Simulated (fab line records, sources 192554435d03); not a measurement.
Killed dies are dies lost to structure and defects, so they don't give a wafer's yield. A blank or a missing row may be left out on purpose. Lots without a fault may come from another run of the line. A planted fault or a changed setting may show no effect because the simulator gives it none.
One fault seen from 2 desks | flow n5_finfet | each desk has only its own numbers; what lay behind them comes last

THE TOOL OWNER'S DESK: litho_track-01
The tool's own readings at N5_FIN_SAQP_PEB_14 (peb time 60 s): means of the sampled wafers that have a number, for each lot that ran on this tool. A lot is out of limits, marked OUT, if its mean lies more than 4 standard deviations from the usual mean; the brackets give that distance.
Columns: A = chill_plate_temp_C at N5_FIN_SAQP_PEB_14, usual 23.01 C; B = exhaust_pa at N5_FIN_SAQP_PEB_14, usual 45.0 Pa; C = resist_line_temp_C at N5_FIN_SAQP_PEB_14, usual 23.03 C
lot  | first seen here | A     | B    | C
L658 | day 5 16:47     | 22.84 | 45.0 | 23.01
This desk's finding: nothing out of limits on the one lot.

THE METROLOGY DESK
What the gauges read, lot by lot, whatever tool the lot ran on: means of the sampled wafers that have a number. A lot is out of limits, marked OUT, if its mean lies more than 4 standard deviations from the usual mean; the brackets give that distance.
Columns: A = thk_nm at N5_FIN_SAQP_THK_MEAS_05, usual 38.0 nm; B = thk_nm at N5_FIN_SAQP_THK_MEAS_07, usual 59.4 nm
lot  | first seen here | A    | B
L648 | day 3 03:52     | 37.9 | 59.1
L651 | day 3 21:23     | 38.2 | 59.5
L652 | day 4 03:57     | 38.6 | 60.2
L653 | day 4 08:43     | 38.2 | 59.4
L658 | day 5 16:09     | 37.9 | 59.6
L661 | day 6 08:41     | 37.6 | 59.7
L662 | day 6 15:09     | 37.5 | 58.9
This desk's finding: nothing out of limits on any of the 7 lots.

PUT TOGETHER
The tool owner's desk saw nothing out of limits.
The metrology desk saw nothing out of limits.

WHAT THE SIMULATOR HAD PUT IN
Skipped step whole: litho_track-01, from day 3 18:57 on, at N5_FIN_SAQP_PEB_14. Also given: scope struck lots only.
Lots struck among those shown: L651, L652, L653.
